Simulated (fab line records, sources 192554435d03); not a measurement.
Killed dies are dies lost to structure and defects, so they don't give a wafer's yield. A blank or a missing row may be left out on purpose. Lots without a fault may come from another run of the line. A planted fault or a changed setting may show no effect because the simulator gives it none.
Split-lot experiment | flow n5_finfet | 7 lots, 39 wafers read, on a route of 1938 steps

THE SPLIT
At N5_SD_EPI_N_ETCH_35 (etches SOC in N2/H2, overetch 108 nm, time 486 s), the setting time_s was moved away from the recipe's 486 s on 15 of the 39 wafers read, by -23.4% to +22.5%. The other wafers ran this setting at the recipe's value.

The reading is taken at the split's own step.

THE READING
SiARC_of_SD_EPI_N_COAT_33.thk_nm (the simulator's own value, which no gauge read), in nm, at N5_SD_EPI_N_ETCH_35 (etches SOC in N2/H2, overetch 108 nm, time 486 s). The file gives no usual value for it. The 24 wafers here that ran the recipe average 19.8 nm, standard deviation 0.32 nm.

wafer  | tool, chamber at the split | time_s as run, s | against the recipe | SiARC_of_SD_EPI_N_COAT_33.thk_nm, nm | against lot-mates on the recipe
L074.1 | rie_diel-01, 3             | 431.9            | -11.1%             | 21.6                                 | +2.1
L074.2 | rie_diel-01, 1             | 431.9            | -11.1%             | 21.2                                 | +1.7
L074.3 | rie_diel-01, 0             | 486              | recipe             | 19.8                                 | -
L074.4 | rie_diel-01, 2             | 486              | recipe             | 19.2                                 | -
L074.5 | rie_diel-01, 1             | 486              | recipe             | 19.4                                 | -
L074.6 | rie_diel-01, 2             | 431.9            | -11.1%             | 21.4                                 | +1.9
L078.1 | rie_diel-01, 3             | 486              | recipe             | 20.2                                 | -
L078.5 | rie_diel-01, 3             | 486              | recipe             | 20.2                                 | -
L078.2 | rie_diel-01, 0             | 552.2            | +13.6%             | 17.8                                 | -2.1
L078.6 | rie_diel-01, 0             | 552.2            | +13.6%             | 17.8                                 | -2.1
L078.3 | rie_diel-01, 1             | 486              | recipe             | 19.4                                 | -
L078.4 | rie_diel-01, 2             | 552.2            | +13.6%             | 17.4                                 | -2.5
L083.1 | rie_diel-01, 0             | 486              | recipe             | 20                                   | -
L083.2 | rie_diel-01, 2,1           | 486              | recipe             | 19.4                                 | -
L083.4 | rie_diel-01, 2,1           | 486              | recipe             | 19.4                                 | -
L084.1 | rie_diel-02, 1             | 386.8            | -20.4%             | 23.2                                 | +3.5
L084.2 | rie_diel-02, 3,2           | 386.8            | -20.4%             | 22.8                                 | +3.1
L084.4 | rie_diel-02, 3,2           | 386.8            | -20.4%             | 22.8                                 | +3.1
L084.3 | rie_diel-02, 0             | 486              | recipe             | 20                                   | -
L084.5 | rie_diel-02, 2             | 486              | recipe             | 19.4                                 | -
L084.6 | rie_diel-02, 3             | 486              | recipe             | 19.8                                 | -
L087.1 | rie_diel-02, 2             | 372.2            | -23.4%             | 23                                   | +3.3
L087.2 | rie_diel-02, 1             | 486              | recipe             | 20                                   | -
L087.3 | rie_diel-02, 0,3           | 486              | recipe             | 19.6                                 | -
L087.4 | rie_diel-02, 0,3           | 486              | recipe             | 19.6                                 | -
L087.5 | rie_diel-02, 1             | 372.2            | -23.4%             | 23.6                                 | +3.9
L087.6 | rie_diel-02, 2             | 372.2            | -23.4%             | 23.2                                 | +3.5
L089.1 | rie_diel-01, 3             | 486              | recipe             | 20.2                                 | -
L089.2 | rie_diel-01, 1             | 486              | recipe             | 19.4                                 | -
L089.3 | rie_diel-01, 2             | 486              | recipe             | 19.6                                 | -
L089.4 | rie_diel-01, 0,3           | 486              | recipe             | 20                                   | -
L089.5 | rie_diel-01, 0,3           | 486              | recipe             | 20                                   | -
L089.6 | rie_diel-01, 0             | 486              | recipe             | 19.8                                 | -
L094.1 | rie_diel-01, 0             | 595.2            | +22.5%             | 16.6                                 | -3.4
L094.2 | rie_diel-01, 2             | 486              | recipe             | 19.6                                 | -
L094.3 | rie_diel-01, 1,2           | 595.2            | +22.5%             | 16.2                                 | -3.8
L094.5 | rie_diel-01, 1,2           | 595.2            | +22.5%             | 16.2                                 | -3.8
L094.4 | rie_diel-01, 3             | 486              | recipe             | 20.2                                 | -
L094.6 | rie_diel-01, 3             | 486              | recipe             | 20.2                                 | -
Where a row lists several chambers, the file gives one row for several wafers and doesn't say which wafer went through which chamber.

THE FIT
A straight line over all 39 wafers: SiARC_of_SD_EPI_N_COAT_33.thk_nm changes by -0.152 nm for each +1% of time_s; r = -0.99; the points scatter about the line by 0.29 nm.
The same after taking each lot's own level away (the mean of its wafers on the recipe; 39 wafers): -0.159 nm for each +1%; r = -0.99; scatter 0.27 nm.
On that fit, the largest move of time_s shifts the reading by 3.7 nm.
The lots' own levels span 19.47 to 20.00 nm, that is 1.7 times the standard deviation above.
So the lot-to-lot level changes the slope little: the two slopes agree.
Check: with one of the wafers moved furthest among these (-23.4%) left out of the fit, the line predicts +3.77 nm for it against its lot-mates. It came out at +3.27 nm against them.

OTHER SPLITS ON THESE WAFERS
These wafers also went through other splits before the reading. Each is held against what the fit with the lots' levels taken away leaves over:
other split on the same wafers       | wafers away from the commonest value | r with SiARC_of_SD_EPI_N_COAT_33.thk_nm (lot level and that fit taken away)
N5_DUMMY_GATE_CVD_03 temp_c          | 33                                   | +0.00
N5_DUMMY_GATE_EXPOSE_12 dose_mj      | 15                                   | -0.07
N5_DUMMY_GATE_ETCH_31 target_depth_a | 12                                   | +0.02

THE FILE'S OWN FIT
SiARC_of_SD_EPI_N_COAT_33.thk_nm changes by -0.159 nm for each +1% of time_s, r = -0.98.
